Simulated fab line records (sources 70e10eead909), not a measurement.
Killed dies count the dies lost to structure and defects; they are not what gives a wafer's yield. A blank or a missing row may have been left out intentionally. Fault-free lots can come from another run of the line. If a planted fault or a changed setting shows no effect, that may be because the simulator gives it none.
The tool behind it: which one? + flow nand-harc + 43 wafers from 15 lots sampled at 5 of the route's 1302 steps

WHAT THE GAUGES READ, wafer by wafer
NHARC_A_START_INSPECT_01. Usual: raw-defect-count reads 3.6 (standard deviation 1.9).
| lot  | measured     | on                | raw-defect-count | flag |
|------|--------------|-------------------|------------------|------|
| L883 | day 6 20:47  | defect-inspect-01 | 4 0 6            |      |
| L884 | day 7 02:02  | defect-inspect-02 | 1 2 7            |      |
| L885 | day 7 08:14  | defect-inspect-02 | 4 2 3            |      |
| L886 | day 7 18:40  | defect-inspect-01 | 1 2 5            |      |
| L888 | day 8 16:49  | defect-inspect-01 | 4 3 6            |      |
| L890 | day 9 18:12  | defect-inspect-02 | 1 2 10           |      |
| L891 | day 10 16:57 | defect-inspect-01 | 2 4              |      |
| L892 | day 10 17:37 | defect-inspect-02 | 4 0 5            |      |
| L893 | day 10 18:33 | defect-inspect-02 | 3 6 3            |      |
| L894 | day 11 09:11 | defect-inspect-01 | 1 3              |      |
| L898 | day 12 20:10 | defect-inspect-02 | 4 4 5            |      |
| L900 | day 13 18:40 | defect-inspect-02 | 3 7 3            |      |
| L902 | day 14 10:24 | defect-inspect-02 | 3 3 3            |      |
| L901 | day 14 11:04 | defect-inspect-02 | 5 3 4            |      |
| L903 | day 15 06:49 | defect-inspect-01 | 2 8 4            |      |

NHARC_A_ONON_D1_THK_MEAS_30: measures by ellipsometry. Usual: thk-nm reads 1002 nm (standard deviation 9.7).
| lot  | measured     | on            | thk-nm (nm)    | flag |
|------|--------------|---------------|----------------|------|
| L883 | day 8 10:16  | film-metro-02 | 1006 1007 1006 |      |
| L884 | day 8 14:21  | film-metro-02 | 1006 1008 1008 |      |
| L885 | day 8 21:53  | film-metro-02 | 1018 1019 1020 |      |
| L886 | day 9 05:46  | film-metro-02 | 1002 1003 1001 |      |
| L888 | day 10 04:44 | film-metro-01 | 1012 1013 1011 |      |
| L890 | day 11 11:56 | film-metro-01 | 997 998 998    |      |
| L891 | day 12 08:25 | film-metro-02 | 583 1009       | OFF  |
| L892 | day 12 08:46 | film-metro-02 | 576 1005 1005  | OFF  |
| L893 | day 12 08:33 | film-metro-01 | 1011 1012 1012 |      |
| L894 | day 13 00:11 | film-metro-01 | 562 988        | OFF  |
| L898 | day 14 08:38 | film-metro-01 | 1017 1016 1017 |      |
| L900 | day 15 12:22 | film-metro-01 | 994 991 993    |      |
| L902 | day 15 21:35 | film-metro-01 | 1004 1004 1004 |      |
| L901 | day 15 21:35 | film-metro-02 | 1013 1013 1014 |      |
| L903 | day 16 18:11 | film-metro-01 | 998 997 999    |      |

WHAT TOOL EACH LOT RAN ON (gives the tool, then ch and the chambers of the sampled wafers, and finally the start)
| lot  | NHARC_A_ZERO_WELL_DESCUM_12        | NHARC_A_ZERO_WELL_RTA_16         | NHARC_A_ONON_D1_DEP_28           |
|------|------------------------------------|----------------------------------|----------------------------------|
| L883 | rie-diel-06 ch 2,3, day 6 21:47    | rtp-anneal-02 ch 0, day 6 22:53  | pecvd-onon-04 ch 0, day 8 09:45  |
| L884 | rie-diel-06 ch 1,2,3, day 7 03:01  | rtp-anneal-01 ch 0, day 7 04:08  | pecvd-onon-04 ch 0, day 8 13:50  |
| L885 | rie-diel-06 ch 0,1,3, day 7 09:14  | rtp-anneal-02 ch 0, day 7 10:21  | pecvd-onon-01 ch 0, day 8 21:23  |
| L886 | rie-diel-07 ch 0,2, day 7 19:41    | rtp-anneal-01 ch 0, day 7 20:50  | pecvd-onon-03 ch 0, day 9 05:19  |
| L888 | rie-diel-06 ch 0,1, day 8 17:49    | rtp-anneal-01 ch 0, day 8 18:56  | pecvd-onon-03 ch 0, day 10 04:16 |
| L890 | rie-diel-06 ch 0,1,2, day 9 19:05  | rtp-anneal-02 ch 0, day 9 20:13  | pecvd-onon-01 ch 0, day 11 11:29 |
| L891 | rie-diel-07 ch 0,2, day 10 17:50   | rtp-anneal-02 ch 0, day 10 19:10 | pecvd-onon-03 ch 0, day 12 08:01 |
| L892 | rie-diel-06 ch 0,3, day 10 18:29   | rtp-anneal-01 ch 0, day 10 19:38 | pecvd-onon-03 ch 0, day 12 08:19 |
| L893 | rie-diel-01 ch 2,3, day 10 19:25   | rtp-anneal-02 ch 0, day 10 20:37 | pecvd-onon-04 ch 0, day 12 08:10 |
| L894 | rie-diel-06 ch 1,3, day 11 10:12   | rtp-anneal-01 ch 0, day 11 11:19 | pecvd-onon-03 ch 0, day 12 23:43 |
| L898 | rie-diel-06 ch 0,1, day 12 21:11   | rtp-anneal-02 ch 0, day 12 22:18 | pecvd-onon-01 ch 0, day 14 08:07 |
| L900 | rie-diel-07 ch 2,3, day 13 19:32   | rtp-anneal-02 ch 0, day 13 20:38 | pecvd-onon-03 ch 0, day 15 11:51 |
| L902 | rie-diel-07 ch 0,1,3, day 14 11:25 | rtp-anneal-02 ch 0, day 14 12:30 | pecvd-onon-01 ch 0, day 15 21:05 |
| L901 | rie-diel-01 ch 0,1,2, day 14 12:05 | rtp-anneal-01 ch 0, day 14 13:17 | pecvd-onon-04 ch 0, day 15 21:15 |
| L903 | rie-diel-01 ch 0,2,3, day 15 07:43 | rtp-anneal-02 ch 0, day 15 09:16 | pecvd-onon-01 ch 0, day 16 17:40 |
- NHARC_A_ZERO_WELL_DESCUM_12: chemistry O2, time 3 s.
- NHARC_A_ZERO_WELL_RTA_16: time 10 s.
- NHARC_A_ONON_D1_DEP_28: target thk 1000 nm.

AS READ BY THE TOOLS THEMSELVES (means over the sampled wafers that have a number; for cases with no such wafer, the mark the record gives instead)
NHARC_A_ZERO_WELL_DESCUM_12. Usual: drypump-motor-current-A 5.8 A, standard deviation 0.36; mfc-ar-sccm 0.009 sccm, standard deviation 0.0097; oes-product-au 0.997 a.u., standard deviation 0.0068; rf-vpp-V 57.8 V, standard deviation 0.9; showerhead-plenum-p-Torr 1.92 Torr, standard deviation 0.096; throttle-valve-pct 11.310 %, standard deviation 0.0089.
| lot  | tool        | drypump-motor-current-A (A) | mfc-ar-sccm (sccm) | oes-product-au (a.u.) | rf-vpp-V (V) | showerhead-plenum-p-Torr (Torr) | throttle-valve-pct (%) | flag |
|------|-------------|-----------------------------|--------------------|-----------------------|--------------|---------------------------------|------------------------|------|
| L883 | rie-diel-06 | 6.2                         | 0.004              | 0.998                 | 57.3         | 1.81                            | 11.325                 |      |
| L884 | rie-diel-06 | 5.9                         | 0.010              | 0.991                 | 58.6         | 1.89                            | 11.313                 |      |
| L885 | rie-diel-06 | 5.7                         | 0.010              | 0.993                 | 57.8         | 1.91                            | 11.312                 |      |
| L886 | rie-diel-07 | 5.3                         | 0.014              | 1.004                 | 58.6         | 1.88                            | 11.298                 |      |
| L888 | rie-diel-06 | 5.7                         | 0.011              | 0.998                 | 59.0         | 1.99                            | 11.304                 |      |
| L890 | rie-diel-06 | 6.0                         | 0.006              | 0.990                 | 57.3         | 1.91                            | 11.309                 |      |
| L891 | rie-diel-07 | 5.3                         | 0.011              | 0.998                 | 56.6         | 1.85                            | 11.313                 |      |
| L892 | rie-diel-06 | 5.6                         | 0.004              | 0.996                 | 57.3         | 1.85                            | 11.308                 |      |
| L893 | rie-diel-01 | 5.7                         | 0.000              | 0.993                 | 58.1         | 1.87                            | 11.303                 |      |
| L894 | rie-diel-06 | 5.6                         | 0.015              | 0.994                 | 57.5         | 1.92                            | 11.304                 |      |
| L898 | rie-diel-06 | 5.7                         | 0.006              | 0.999                 | 57.6         | 1.94                            | 11.304                 |      |
| L900 | rie-diel-07 | 6.0                         | 0.009              | 0.999                 | 57.9         | 1.97                            | 11.316                 |      |
| L902 | rie-diel-07 | 5.8                         | 0.007              | 1.009                 | 57.9         | 1.90                            | 11.311                 |      |
| L901 | rie-diel-01 | 5.9                         | 0.015              | 0.996                 | 58.5         | 1.98                            | 11.312                 |      |
| L903 | rie-diel-01 | 5.8                         | 0.007              | 0.993                 | 57.4         | 1.93                            | 11.310                 |      |

NHARC_A_ZERO_WELL_RTA_16. Usual: lamp-power-pct 29.6 %, standard deviation 0.44; lamp_zone_4_pct 29.6 %, standard deviation 0.44; lamp_zone_6_pct 29.5 %, standard deviation 0.44; wafer_temp_C_max 1005.6, standard deviation 2.
| lot  | tool          | lamp-power-pct (%) | lamp_zone_4_pct (%) | lamp_zone_6_pct (%) | wafer_temp_C_max | flag |
|------|---------------|--------------------|---------------------|---------------------|------------------|------|
| L883 | rtp-anneal-02 | 29.2               | 29.2                | 29.1                | 1004.3           |      |
| L884 | rtp-anneal-01 | 30.1               | 30.1                | 30.1                | 1008.2           |      |
| L885 | rtp-anneal-02 | 29.2               | 29.2                | 29.2                | 1003.8           |      |
| L886 | rtp-anneal-01 | 30.1               | 30.0                | 30.0                | 1006.2           |      |
| L888 | rtp-anneal-01 | 30.1               | 30.1                | 30.1                | 1008.1           |      |
| L890 | rtp-anneal-02 | 29.3               | 29.2                | 29.2                | 1003.7           |      |
| L891 | rtp-anneal-02 | 29.3               | 29.2                | 29.1                | 1003.5           |      |
| L892 | rtp-anneal-01 | 30.1               | 30.1                | 30.0                | 1007.4           |      |
| L893 | rtp-anneal-02 | 29.2               | 29.2                | 29.2                | 1004.0           |      |
| L894 | rtp-anneal-01 | 30.1               | 30.1                | 30.1                | 1006.5           |      |
| L898 | rtp-anneal-02 | 29.3               | 29.2                | 29.2                | 1004.8           |      |
| L900 | rtp-anneal-02 | 29.2               | 29.2                | 29.1                | 1005.1           |      |
| L902 | rtp-anneal-02 | 29.2               | 29.2                | 29.2                | 1004.0           |      |
| L901 | rtp-anneal-01 | 30.1               | 30.1                | 30.1                | 1007.2           |      |
| L903 | rtp-anneal-02 | 29.3               | 29.3                | 29.2                | 1003.5           |      |

THE ANSWER, worked out from the rows above alone
Rule: a lot is off if the mean of its wafers that have a number lies more than 3 standard deviations from the usual mean. A lot without any number at a reading at which 4 lots or more have one is off too. The other lots that the step has rows for count as sound. The gauges are gone through in route order, then the tools' own readings, and for those a lot's mean is taken as printed above. The first step at which some lot is off is used, and at that step the reading that is off furthest; a lot without a number counts as furthest.
Off at NHARC_A_ONON_D1_THK_MEAS_30 (thk-nm): L891, L892, L894.
A tool fits if, at a process step before that reading, it ran every lot that is off, and no sound lot after the first of them. Gauges at NHARC_A_ONON_D1_THK_MEAS_30: tried the same way as those tools. Not one of the candidates tried fits.

WHAT THE SIMULATOR HAD PUT IN
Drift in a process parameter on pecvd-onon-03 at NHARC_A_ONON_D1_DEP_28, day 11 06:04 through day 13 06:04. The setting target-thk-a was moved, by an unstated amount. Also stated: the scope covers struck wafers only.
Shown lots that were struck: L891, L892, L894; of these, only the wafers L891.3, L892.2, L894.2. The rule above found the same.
